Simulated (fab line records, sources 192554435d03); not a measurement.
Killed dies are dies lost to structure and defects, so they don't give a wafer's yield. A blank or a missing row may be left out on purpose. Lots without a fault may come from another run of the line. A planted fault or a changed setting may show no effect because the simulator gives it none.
Which tool did it? | flow n5_finfet | 15 lots, 42 wafers sampled, at 2 steps of a route of 1938

WHAT THE GAUGES READ, wafer by wafer
N5_BEOL_M11_OVL_MEAS_29.
lot  | measured     | on         | V10_OVL (nm)
L956 | day 11 02:52 | overlay-02 | -0.1 0.5
L958 | day 11 05:06 | overlay-02 | 0.3 -0.3 0.0
L960 | day 11 17:30 | overlay-02 | -0.9 -1.3 -0.1
L961 | day 12 03:26 | overlay-02 | 0.5 0.7 1.1
L962 | day 12 03:36 | overlay-02 | 0.0 0.2 -0.4
L965 | day 12 20:57 | overlay-02 | -0.3 -0.8
L966 | day 13 03:55 | overlay-02 | 0.1 0.6 0.4
L968 | day 14 04:26 | overlay-01 | -0.2 -1.1 -1.6
L970 | day 14 14:14 | overlay-01 | - - -
L972 | day 14 14:24 | overlay-01 | - - -
L973 | day 14 16:22 | overlay-01 | - - -
L974 | day 14 23:27 | overlay-01 | -0.2 -0.1 0.6
L975 | day 15 22:26 | overlay-01 | 0.4 -1.6
L977 | day 15 22:37 | overlay-02 | 0.3 0.7 0.1
L979 | day 16 10:55 | overlay-01 | -0.7 0.3 0.6

WHICH TOOL RAN EACH LOT (tool, then ch and the chambers of the sampled wafers, then the start)
lot  | N5_BEOL_M11_EXPOSE_25
L956 | arfi_scanner-02 ch 0, day 11 02:43
L958 | arfi_scanner-02 ch 0, day 11 04:56
L960 | arfi_scanner-01 ch 0, day 11 17:20
L961 | arfi_scanner-03 ch 0, day 12 03:16
L962 | arfi_scanner-01 ch 0, day 12 03:26
L965 | arfi_scanner-01 ch 0, day 12 20:47
L966 | arfi_scanner-02 ch 0, day 13 03:46
L968 | arfi_scanner-03 ch 0, day 14 04:17
L970 | arfi_scanner-02, day 14 14:04
L972 | arfi_scanner-01, day 14 14:14
L973 | arfi_scanner-01, day 14 16:13
L974 | arfi_scanner-02 ch 0, day 14 23:17
L975 | arfi_scanner-03 ch 0, day 15 22:17
L977 | arfi_scanner-02 ch 0, day 15 22:27
L979 | arfi_scanner-01 ch 0, day 16 10:46
- N5_BEOL_M11_EXPOSE_25: exposes mask V10.

WHAT THE TOOLS THEMSELVES READ (means of the sampled wafers that have a number; where no wafer has one, the mark that the record gives instead)
N5_BEOL_M11_EXPOSE_25.
lot  | tool            | exposure_dose_mJ_cm2 | focus_offset_nm (nm)
L956 | arfi_scanner-02 | 85.52                | -0.2
L958 | arfi_scanner-02 | 85.57                | 0.3
L960 | arfi_scanner-01 | 85.52                | 0.5
L961 | arfi_scanner-03 | 85.40                | 0.0
L962 | arfi_scanner-01 | 85.35                | 0.2
L965 | arfi_scanner-01 | 85.35                | -0.2
L966 | arfi_scanner-02 | 85.39                | 0.4
L968 | arfi_scanner-03 | 85.41                | -0.9
L970 | arfi_scanner-02 | -                    | -
L972 | arfi_scanner-01 | -                    | -
L973 | arfi_scanner-01 | -                    | -
L974 | arfi_scanner-02 | 85.53                | 0.2
L975 | arfi_scanner-03 | 85.44                | 0.9
L977 | arfi_scanner-02 | 85.58                | 0.2
L979 | arfi_scanner-01 | 85.42                | -0.4

THE ANSWER, worked out from the rows above alone
Rule: what is usual is taken from the lots themselves. Put in order of their means at a reading, lots are off if they are a third of the lots or fewer, leave a main group of 4 or more, and stand apart from it by a gap of 3 or more times the standard deviation of the main group's means; of several such gaps the widest counts. A main group whose means are all the same, to the digits that the tables above print for the reading, isn't used. A lot without any number at a reading at which 4 lots or more have one is off too. The other lots that the step has rows for count as sound. The gauges are gone through in route order, then the tools' own readings, and for those a lot's mean is taken as printed above. The first step at which some lot is off is used, and at that step the reading that is off furthest; a lot without a number counts as furthest.
Off: L970, L972, L973, at N5_BEOL_M11_OVL_MEAS_29 (V10_OVL). Without a number there: L970, L972, L973. The main group: mean -0.1 nm, standard deviation 0.5.
A tool fits if, at a process step before that reading, it ran every lot that is off, and no sound lot after the first of them. The gauges at N5_BEOL_M11_OVL_MEAS_29 aren't tried: what is off there is off at N5_BEOL_M11_EXPOSE_25 too, on other tools, and a gauge's error can't cause that. None of those tried fits.

WHAT THE SIMULATOR HAD PUT IN
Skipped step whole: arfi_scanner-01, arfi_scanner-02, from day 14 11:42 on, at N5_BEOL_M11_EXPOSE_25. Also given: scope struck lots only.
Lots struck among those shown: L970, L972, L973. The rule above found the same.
